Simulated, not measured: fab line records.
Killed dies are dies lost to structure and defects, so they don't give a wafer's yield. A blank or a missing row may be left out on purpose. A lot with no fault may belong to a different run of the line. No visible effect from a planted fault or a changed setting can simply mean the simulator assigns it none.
Matching of chambers    flow n5-finfet    N5_FIN_SAQP_PECVD_06 on pecvd-03 has 3 sister chambers
The step deposits a-Si from SiH4/He, target thk 60 nm, time 48.1 s. 20 wafers are shown with their chamber, then 10 later ones without.

== WAFERS PAIRED WITH THEIR CHAMBERS ==
wafer   chamber  throttle-valve-pct (%)  showerhead-plenum-p-Torr (Torr)  heater-power-w (W)
L078.2  2        17.3                    5.74                             780
L078.3  0        18.4                    5.68                             741
L078.4  2        17.4                    5.74                             789
L079.1  1        18.7                    5.69                             767
L079.3  2        17.5                    5.72                             669
L079.4  0        18.6                    5.70                             762
L083.1  1        18.8                    5.70                             800
L083.4  2        17.4                    5.75                             711
L083.6  1        18.8                    5.68                             809
L084.1  2        17.3                    5.73                             658
L084.3  0        18.6                    5.70                             814
L084.4  1        18.9                    5.70                             767
L085.3  0        18.5                    5.70                             796
L085.5  1        19.0                    5.70                             702
L085.6  2        17.6                    5.74                             768
L086.1  2        17.2                    5.73                             760
L086.2  0        18.6                    5.70                             733
L086.4  1        18.8                    5.70                             717
L089.1  0        18.8                    5.69                             774
L089.2  2        17.6                    5.73                             792

SIGNATURES (averages over the wafers above)
reading                   chamber 0  chamber 1  chamber 2  scatter within a chamber
throttle-valve-pct        18.583     18.833     17.413     0.131
showerhead-plenum-p-Torr  5.6950     5.6950     5.7350     0.00874
heater-power-w            770.00     760.33     740.88     45.2
Rule: for a wafer and a chamber, the distance is found by dividing, reading by reading, the gap between the wafer's reading and the chamber's mean by the reading's scatter, squaring, summing and taking the root. If the next closest chamber is less than 2 further off than the closest, the wafer can't be placed; otherwise it belongs to the closest. The scatter: take each reading less its chamber's mean, square it, sum over the shown wafers, divide by the number of wafers less the number of chambers, and take the root.

== WAFERS WITHOUT THEIR CHAMBER ==
wafer   throttle-valve-pct (%)  showerhead-plenum-p-Torr (Torr)  heater-power-w (W)
L089.4  18.8                    5.70                             799
L091.2  17.5                    5.72                             740
L091.3  18.7                    5.70                             770
L091.5  18.5                    5.70                             785
L094.1  17.3                    5.74                             700
L094.3  18.4                    5.69                             750
L094.5  17.0                    5.73                             688
L096.3  17.5                    5.74                             688
L096.5  18.7                    5.70                             685
L096.6  18.7                    5.71                             758

== THE CHAMBER EACH PASSED THROUGH ==
wafer   from the rows above      in truth
L089.4  can't be placed: 1 or 0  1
L091.2  2                        2
L091.3  can't be placed: 0 or 1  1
L091.5  can't be placed: 0 or 1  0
L094.1  2                        2
L094.3  can't be placed: 0 or 1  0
L094.5  2                        2
L096.3  2                        2
L096.5  can't be placed: 1 or 0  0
L096.6  can't be placed: 0 or 1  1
Placed correctly: 4 of 10. Cannot be placed on the basis of these rows: 6; the candidates contain the true chamber in 6. Wrongly placed: 0.
